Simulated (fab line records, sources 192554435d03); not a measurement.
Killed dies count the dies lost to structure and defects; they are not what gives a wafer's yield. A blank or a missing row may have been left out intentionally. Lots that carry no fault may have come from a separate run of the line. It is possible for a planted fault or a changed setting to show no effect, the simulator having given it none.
fab line records | flow n5_finfet | part 2 of 2: steps 24 to 29 of 29
record: lots: 5 wafers: 15 last_day: 17
route steps=1938 shown BEOL_M0@745 BEOL_M1@751
lots untouched by any fault: they come from a run of this same line in which no faults occurred
start_h: the number of hours between the record's first day and the start of the first shown wafer of the lot | wait_h: hours elapsed since this lot's preceding step | " unchanged from the row above | L1.1+2: a row that stands for several wafers | - no value present, or no start provided | * or withheld: withheld | < > ~ a bound
route shown NAME@n: NAME is a module with steps in the file, n the number in the route of the first one | usual: mean/standard deviation of fault-free wafers | same: alike in all rows | chamber/n: place in a boat | sites: the reading at each site | _std_site: standard deviation of those values | _edge_site: mean of outer sites minus mean of inner sites | radius_mm: how far each site lies from the wafer's centre | mask NAME#n: copy n | behind: the last tool/chamber to shape the wafer | hold: reason for holding the lot/hours on hold/outcome of the hold | device: names the non-switching transistor (n, p or np) | end of line: tests run on the same wafers once the route is complete | a step without rows: its recipe alone | killed: count of dies lost to structure and defects at first sort (not the wafer's yield) | map: a wafer's dies, x killed, . not, _ none there
set.NAME: setting as actually run; set.NAME@STEP: the setting as run at that earlier step | model.NAME: the simulator's own value behind a step, which no gauge read
lots seen at some steps along the route; tables by step, rows by wafer
services: from which hour (start_h, from the record's first day; less than 0 if before it) a tool's chamber was out of use, for how many hours, and why
== steps ==
step: N5_BEOL_M1_ETCH_74
recipe: chemistry: N2/H2 target: underlayer target_depth_a: 65 mask_material: CAR-EUV time_s: 5.2 ion_energy_ev: 200 pressure_mtorr: 30 source_w: 840 bias_w: 150 n2_flow_sccm: 200 h2_flow_sccm: 200 ends: cleared
usual: drypump_motor_current_A: 5.7/0.4 etch_rf_on_time_s: 5.21/0.083 h2_flow_sccm: 200.0/0.56 n2_flow_sccm: 200.0/0.6 oes_product_au: 0.65/0.066 rf_vpp_V: 523.6/2.8 showerhead_plenum_p_Torr: 2.54/0.097 throttle_valve_pct: 17.86/0.22
columns lot.wafer tool chamber start_h wait_h drypump_motor_current_A etch_rf_on_time_s h2_flow_sccm n2_flow_sccm oes_product_au rf_hours_counter_h rf_vpp_V showerhead_plenum_p_Torr throttle_valve_pct
L079.1 rie_diel-04 1 154.28 0.0 6.5 5.20 199.6 199.0 0.61 171 523.8 2.51 17.50
L079.2 " 3 " " 5.4 5.26 199.8 199.4 0.74 50 522.1 2.50 17.83
L079.5 " 1 " " 6.6 5.20 200.3 199.9 0.62 - 522.8 2.51 17.53
L081.1 rie_diel-04 3 169.31 0.0 5.4 5.22 199.5 201.3 0.74 54 524.4 2.50 17.78
L081.2 " 0 " " 6.6 5.13 200.5 200.5 0.69 99 527.3 2.67 18.09
L081.4 " 2 " " 5.6 5.05 200.6 199.3 0.66 135 524.3 2.56 17.56
L086.3 rie_diel-05 3 201.65 0.0 5.6 5.21 199.4 200.5 0.63 190 521.6 2.43 17.79
L086.4 " 2 " " 5.5 5.07 200.2 200.9 0.75 - 524.4 2.61 17.51
L086.5 " 3 " " 5.6 5.20 200.2 199.1 0.63 - 520.8 2.43 17.79
L090.2 rie_diel-05 3 220.86 0.0 5.5 5.25 199.8 200.4 0.61 197 519.8 2.43 17.82
L090.4 " 2 " " 5.5 5.12 200.9 199.5 0.73 - 524.4 2.60 17.52
L090.5 " 3 " " 5.6 5.28 199.2 199.8 0.62 - 518.5 2.43 17.80
L097.1 rie_diel-05 2 260.77 0.0 5.5 4.99 200.6 200.1 0.74 60 524.9 2.60 17.57
L097.2 " 0 " " 6.1 5.21 200.1 199.1 0.58 233 519.4 2.40 18.01
L097.6 " 3 " " 5.5 5.11 199.9 199.4 0.63 - 521.9 2.42 17.83
step: N5_BEOL_M1_ETCH_63
recipe: chemistry: CF4 target: SiARC target_depth_a: 156 mask_material: CAR-EUV time_s: 26 ion_energy_ev: 80 pressure_mtorr: 40 source_w: 545 bias_w: 36 Ar_flow_sccm: 100 cf4_flow_sccm: 100 ends: cleared
usual: drypump_motor_current_A: 5.7/0.4 etch_rf_on_time_s: 26.0/0.54 oes_product_au: 0.65/0.068 rf_vpp_V: 184.1/1.2 showerhead_plenum_p_Torr: 2.14/0.078 throttle_valve_pct: 15.62/0.22
columns lot.wafer tool chamber start_h wait_h drypump_motor_current_A etch_rf_on_time_s oes_product_au rf_hours_counter_h rf_vpp_V showerhead_plenum_p_Torr throttle_valve_pct
L079.1 rie_diel-04 1 154.30 0.0 6.5 25.7 0.62 171 184.2 2.13 15.48
L079.2 " 3 " " 5.4 25.8 0.76 50 183.8 2.09 15.34
L079.5 " 1 " " 6.5 25.5 0.63 - 184.7 2.12 15.49
L081.1 rie_diel-04 3 169.33 0.0 5.4 25.9 0.75 54 183.4 2.09 15.34
L081.2 " 0 " " 6.6 25.4 0.70 99 184.4 2.26 15.84
L081.4 " 2 " " 5.6 25.0 0.66 135 184.0 2.15 15.29
L086.3 rie_diel-05 3 201.66 0.0 5.5 25.9 0.63 190 181.2 2.06 15.64
L086.4 " 2 " " 5.5 25.2 0.76 - 185.1 2.19 15.21
L086.5 " 3 " " 5.5 26.0 0.63 - 182.7 2.06 15.65
L090.2 rie_diel-05 3 220.87 0.0 5.5 26.1 0.63 197 181.6 2.06 15.67
L090.4 " 2 " " 5.6 25.5 0.74 - 185.1 2.18 15.26
L090.5 " 3 " " 5.5 25.8 0.63 - 183.4 2.06 15.66
L097.1 rie_diel-05 2 260.79 0.0 5.6 25.3 0.74 60 185.4 2.18 15.28
L097.2 " 0 " " 6.0 26.5 0.57 233 181.8 2.03 15.88
L097.6 " 3 " " 5.6 25.9 0.62 - 182.7 2.06 15.68
step: N5_BEOL_M1_ETCH_64
recipe: chemistry: N2/H2 target: SOC target_depth_a: 750 overetch_a: 150 mask_material: SiARC temp_c: 40 time_s: 112.5 ion_energy_ev: 200 pressure_mtorr: 30 source_w: 840 bias_w: 150 n2_flow_sccm: 200 h2_flow_sccm: 200
usual: drypump_motor_current_A: 5.7/0.41 h2_flow_sccm: 200.0/0.64 n2_flow_sccm: 199.9/0.62 oes_product_au: 0.60/0.058 rf_vpp_V: 523.8/2.6 showerhead_plenum_p_Torr: 2.54/0.097 throttle_valve_pct: 17.82/0.22
columns lot.wafer tool chamber start_h wait_h drypump_motor_current_A h2_flow_sccm n2_flow_sccm oes_product_au rf_hours_counter_h rf_vpp_V showerhead_plenum_p_Torr throttle_valve_pct
L079.1 rie_diel-04 1 154.33 0.0 6.6 200.6 198.7 0.58 171 522.7 2.51 17.49
L079.2 " 3 " " 5.4 199.8 200.6 0.70 51 522.8 2.50 17.76
L079.5 " 1 " " 6.6 200.5 199.0 0.58 - 525.0 2.51 17.50
L081.1 rie_diel-04 3 169.36 0.0 5.4 199.6 201.5 0.70 54 523.5 2.50 17.77
L081.2 " 0 " " 6.5 199.4 199.4 0.64 99 527.0 2.67 18.05
L081.4 " 2 " " 5.6 200.2 200.5 0.60 135 523.5 2.57 17.52
L086.3 rie_diel-05 3 201.69 0.0 5.6 199.2 200.5 0.58 190 520.7 2.43 17.76
L086.4 " 2 " " 5.5 198.8 200.2 0.68 - 524.6 2.61 17.48
L086.5 " 3 " " 5.6 199.7 200.1 0.59 - 522.7 2.43 17.77
L090.2 rie_diel-05 3 220.90 0.0 5.6 199.6 198.8 0.58 197 520.7 2.43 17.78
L090.4 " 2 " " 5.6 200.1 200.4 0.68 - 524.9 2.60 17.50
L090.5 " 3 " " 5.5 200.4 199.3 0.58 - 520.2 2.43 17.77
L097.1 rie_diel-05 2 260.82 0.0 5.6 201.0 200.1 0.67 60 526.1 2.60 17.52
L097.2 " 0 " " 6.0 200.0 199.6 0.54 233 520.3 2.40 17.99
L097.6 " 3 " " 5.5 199.5 199.4 0.58 - 520.1 2.42 17.80
step: N5_BEOL_M1_STRIP_65
recipe: chemistry: N2/H2 temp_c: 40 n2_flow_sccm: 200 h2_flow_sccm: 200 rf_frequency_hz: 6e+07
columns lot.wafer tool chamber start_h wait_h
L079.1+2+5 rie_diel-04 1,3,1 154.44 0.1
L081.1+2+4 rie_diel-04 3,0,2 169.46 0.1
L086.3+4+5 rie_diel-05 3,2,3 201.80 0.1
L090.2+4+5 rie_diel-05 3,2,3 221.01 0.1
L097.1+2+6 rie_diel-05 2,0,3 260.93 0.1
step: N5_BEOL_M1_STRIP_75
recipe: chemistry: N2/H2 temp_c: 40 n2_flow_sccm: 200 h2_flow_sccm: 200 rf_frequency_hz: 6e+07
columns lot.wafer tool chamber start_h wait_h
L079.1+2+5 rie_diel-04 1,3,1 154.45 0.0
L081.1+2+4 rie_diel-04 3,0,2 169.47 0.0
L086.3+4+5 rie_diel-05 3,2,3 201.81 0.0
L090.2+4+5 rie_diel-05 3,2,3 221.02 0.0
L097.1+2+6 rie_diel-05 2,0,3 260.94 0.0
step: N5_BEOL_M1_STRIP_66
recipe: chemistry: CF4 resist: SiARC power_w: 300 bias_power_w: 75 pressure_mtorr: 50 cf4_flow_sccm: 150 rf_frequency_hz: 6e+07
usual: drypump_motor_current_A: 5.7/0.4 oes_product_au: 0.75/0.073 rf_vpp_V: 271.1/1.6 showerhead_plenum_p_Torr: 1.80/0.065 throttle_valve_pct: 13.61/0.22
columns lot.wafer tool chamber start_h wait_h drypump_motor_current_A oes_product_au rf_hours_counter_h rf_vpp_V showerhead_plenum_p_Torr throttle_valve_pct
L079.1 rie_diel-04 1 154.46 0.0 6.5 0.72 171 271.1 1.78 13.51
L079.2 " 3 " " 5.4 0.87 51 270.2 1.75 13.28
L079.5 " 1 " " 6.5 0.72 - 273.0 1.78 13.49
L081.1 rie_diel-04 3 169.48 0.0 5.4 0.87 54 269.6 1.75 13.31
L081.2 " 0 " " 6.6 0.81 99 273.7 1.90 13.78
L081.4 " 2 " " 5.6 0.75 135 272.2 1.81 13.32
L086.3 rie_diel-05 3 201.82 0.0 5.6 0.73 190 269.9 1.73 13.65
L086.4 " 2 " " 5.5 0.86 - 273.3 1.83 13.19
L086.5 " 3 " " 5.5 0.73 - 268.8 1.73 13.63
L090.2 rie_diel-05 3 221.03 0.0 5.5 0.72 197 268.3 1.73 13.66
L090.4 " 2 " " 5.5 0.85 - 272.0 1.83 13.22
L090.5 " 3 " " 5.5 0.72 - 268.3 1.73 13.65
L097.1 rie_diel-05 2 260.95 0.0 5.5 0.83 60 271.3 1.83 13.25
L097.2 " 0 " " 6.1 0.68 233 271.2 1.71 13.90
L097.6 " 3 " " 5.5 0.72 - 270.2 1.72 13.68
== services ==
columns tool chamber start_h hours kind
pvd_sputter-03 - 136.53 4.5 repair
euv_scanner-02 - 140.45 1.0 pm
pecvd-04 - 143.82 1.3 repair
pecvd-02 - 146.03 14.6 pm
pecvd-04 - 147.50 1.4 repair
rie_diel-04 1 160.42 8.4 repair
rie_diel-04 - 161.90 4.3 pm
euv_scanner-01 - 163.06 1.0 pm
cvd_co-01 - 168.74 6.0 pm
pecvd-01 1 171.12 15.5 repair
rie_diel-04 2 186.18 3.8 repair
pecvd-03 - 191.07 6.0 pm
rie_diel-05 1 199.14 22.3 repair
pecvd-01 - 202.24 14.6 pm
euv_scanner-01 - 204.61 4.6 pm
rie_diel-04 - 219.11 0.4 repair
euv_scanner-01 - 219.21 1.0 pm
cvd_co-01 - 222.89 3.0 repair
pecvd-01 - 229.03 2.8 pm
pecvd-03 - 237.63 2.8 pm
pecvd-03 - 242.42 0.2 repair
pecvd-04 - 245.96 0.8 repair
pecvd-01 - 249.04 1.0 repair
euv_scanner-01 - 250.33 40.3 repair
